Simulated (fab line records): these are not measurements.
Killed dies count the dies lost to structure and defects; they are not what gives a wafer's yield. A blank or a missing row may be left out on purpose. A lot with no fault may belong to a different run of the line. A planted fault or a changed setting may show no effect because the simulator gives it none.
Lot-split experiment    flow n5 finfet    21 wafers read across 7 lots, on a route 1938 steps long

## SPLIT DETAILS
At N5_SDB_ALD_29 (deposits SiNx, target thk 30 nm, pulse time 1 s, ald cycles 600), the setting ald cycles was moved away from the recipe's 600 on 8 of the 21 wafers read, by -13.0% to +11.8%. All remaining wafers had this setting at the recipe value.

The reading is taken at the split's own step.

## THE READING
SiNx_of_SDB_ALD_29.thk nm (the simulator's own value, which no gauge read), in nm, at N5_SDB_ALD_29 (deposits SiNx, target thk 30 nm, pulse time 1 s, ald cycles 600). There is no usual value for it anywhere in the file. Across the 13 wafers here that went through the recipe, the average is 30.0 nm and the standard deviation 0.15 nm.

wafer   tool, chamber at the split  ald cycles as run  against the recipe  SiNx_of_SDB_ALD_29.thk nm, nm  against lot-mates on the recipe
L082.1  ald sin-01, 2               600                recipe              30.2                           -
L082.4  ald sin-01, 2               600                recipe              30.2                           -
L082.5  ald sin-01, 1               600                recipe              29.8                           -
L083.1  ald sin-03, 1,3             600                recipe              30                             -
L083.4  ald sin-03, 1,3             600                recipe              30                             -
L083.3  ald sin-03, 2               600                recipe              30.2                           -
L084.1  ald sin-03, 1               566                -5.7%               28.4                           -1.7
L084.2  ald sin-03, 2               600                recipe              30.2                           -
L084.6  ald sin-03, 1               600                recipe              30                             -
L085.1  ald sin-02, 1               638                +6.3%               32.2                           +2.2
L085.2  ald sin-02, 0               638                +6.3%               31.8                           +1.8
L085.4  ald sin-02, 3               600                recipe              30                             -
L087.1  ald sin-02, 3               671                +11.8%              33.4                           +3.6
L087.2  ald sin-02, 0               671                +11.8%              33.2                           +3.4
L087.5  ald sin-02, 2               600                recipe              29.8                           -
L095.1  ald sin-02, 2               600                recipe              30                             -
L095.3  ald sin-02, 0               600                recipe              29.8                           -
L095.6  ald sin-02, 2               645                +7.5%               32                             +2.1
L097.1  ald sin-01, 2               522                -13.0%              26.2                           -3.8
L097.2  ald sin-01, 0               522                -13.0%              25.8                           -4.2
L097.4  ald sin-01, 3               600                recipe              30                             -
Rows listing several chambers each stand for several wafers; the file does not say which wafer went through which chamber.

THE FIT
A straight line over all 21 wafers: SiNx_of_SDB_ALD_29.thk nm changes by +0.295 nm for each +1% of ald cycles; r = +1.00; the points scatter about the line by 0.19 nm.
The same after taking each lot's own level away (the mean of its wafers on the recipe; 21 wafers): +0.302 nm for each +1%; r = +1.00; scatter 0.15 nm.
Per that fit: largest ald cycles move, reading shift of 3.9 nm.
The lots' own levels span 29.80 to 30.10 nm, that is 2.1 times the standard deviation above.
Hence the lot-to-lot level has little effect on the slope; both slopes agree.
Check: with one of the wafers moved furthest among these (-13.0%) left out of the fit, the line predicts -4 nm for it against its lot-mates. It came out at -3.8 nm against them.

## THE OTHER SPLITS THESE WAFERS WENT THROUGH
Note: prior to the reading, these wafers also went through further splits. Each is held against what the fit with the lots' levels taken away leaves over:
other split on the same wafers             wafers away from the commonest value  r with SiNx_of_SDB_ALD_29.thk nm (lot level and that fit taken away)
N5_PMOS_HMC_CHANNEL_EPI_PEB_07 peb time s  9                                     -0.01
N5_FIN_SAQP_ETCH_65 time s                 6                                     -0.17
N5_FIN_CUT_CUT_ETCH_26 time s              4                                     -0.22
N5_DUMMY_GATE_EXPOSE_12 dose mj            10                                    +0.08
N5_DUMMY_GATE_DESCUM_20 time s             7                                     -0.29
N5_SD_EPI_P_EPI_21 time s                  5                                     -0.02

## THE WHOLE CHAIN: every reading that the file lists as answering this split, in the file's order
step                          what it does                                                             reading                                                                     change (the file's fit)                                                            r (the file's)
N5_SDB_ALD_29                 deposits SiNx, target thk 30 nm, pulse time 1 s, ald cycles 600          SiNx_of_SDB_ALD_29.thk nm (the simulator's own value, which no gauge read)  +0.3 nm for each +1% of the setting                                                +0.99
N5_DUMMY_REMOVAL_HM_STRIP_01  strips SiNx in CH3F/O2, stops on poly-Si, target depth 4 nm, time 6.8 s  SiNx_of_SDB_ALD_29.thk nm (the simulator's own value, which no gauge read)  not straight: 25.5 at the lowest setting, 29.4 at the recipe, 30.8 at the highest  not given

## THE FILE'S OWN FIT
SiNx_of_SDB_ALD_29.thk nm changes by +0.3 nm for each +1% of ald cycles, r = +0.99.
